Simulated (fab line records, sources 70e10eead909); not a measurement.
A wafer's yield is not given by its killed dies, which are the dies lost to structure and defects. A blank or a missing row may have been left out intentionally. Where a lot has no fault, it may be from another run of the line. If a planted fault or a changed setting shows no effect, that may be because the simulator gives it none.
Matching of chambers    flow nand harc    4 sister chambers for NHARC_A_SGD_CUT_CMP_21 on cmp-03
The step polishes, target thk 148.19 nm. 30 wafers are shown with their chamber, then 12 later ones without.

## WAFERS WITH THEIR CHAMBER
wafer   chamber  motor current A (A)  time to endpoint s (s)
L075.4  0        9.9                  51.3
L075.5  2        11.4                 52.6
L075.6  3        10.6                 50.0
L077.1  2        10.8                 49.4
L077.4  1        11.7                 50.4
L077.5  3        10.6                 47.8
L078.4  3        11.4                 50.0
L078.5  2        11.4                 51.8
L078.6  1        11.2                 51.8
L081.2  3        11.1                 53.3
L081.3  2        10.7                 51.8
L081.6  0        9.7                  55.3
L083.1  1        11.8                 51.4
L083.2  2        10.9                 52.6
L083.6  2        10.6                 54.0
L083.3  3        10.5                 49.2
L083.4  0        10.0                 55.5
L083.5  3        10.8                 51.1
L085.1  3        10.9                 49.6
L085.2  0        10.0                 53.0
L085.4  2        11.3                 52.0
L088.3  1        11.2                 45.9
L088.5  2        11.1                 50.5
L088.6  3        11.0                 46.0
L091.2  2        11.5                 52.7
L091.4  3        10.8                 48.9
L091.5  2        10.8                 50.3
L091.1  0        9.5                  50.6
L091.3  1        11.7                 47.6
L091.6  3        10.4                 46.4

SIGNATURES (averages over the wafers above)
reading             chamber 0  chamber 1  chamber 2  chamber 3  scatter within a chamber
motor current A     9.820      11.520     11.050     10.810     0.301
time to endpoint s  53.140     49.420     51.770     49.230     2.01
Rule: for each reading, subtract the chamber's mean from the wafer's reading, divide by that reading's scatter and square the result; add these up over the readings and take the root, which gives the wafer's distance from the chamber. The wafer belongs to the nearest chamber; if the next one is less than 2 further off, it can't be placed. The scatter: take each reading less its chamber's mean, square it, sum over the shown wafers, divide by the number of wafers less the number of chambers, and take the root.

## WAFERS MISSING THEIR CHAMBER
wafer   motor current A (A)  time to endpoint s (s)
L093.1  9.7                  52.6
L093.4  11.7                 54.1
L093.6  10.0                 52.8
L095.1  10.3                 48.6
L095.3  11.6                 49.3
L095.5  12.0                 49.4
L095.2  10.2                 54.8
L095.4  11.5                 51.5
L095.6  9.5                  51.9
L097.4  10.4                 49.2
L097.5  10.7                 51.5
L097.6  9.5                  54.3

## WHICH CHAMBER EACH WENT THROUGH
wafer   from the rows above                in truth
L093.1  0                                  0
L093.4  can't be placed: 1 or 2 or 3       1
L093.6  0                                  0
L095.1  can't be placed: 3 or 0 or 2       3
L095.3  can't be placed: 1 or 2            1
L095.5  can't be placed: 1 or 2            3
L095.2  can't be placed: 0 or 2 or 3       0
L095.4  can't be placed: 1 or 2 or 3       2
L095.6  0                                  0
L097.4  can't be placed: 3 or 2 or 0       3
L097.5  can't be placed: 2 or 3 or 1 or 0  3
L097.6  0                                  0
4 of 12 placed correctly. Cannot be placed on the basis of these rows: 8; the candidates contain the true chamber in 7. Wrongly placed: 0.
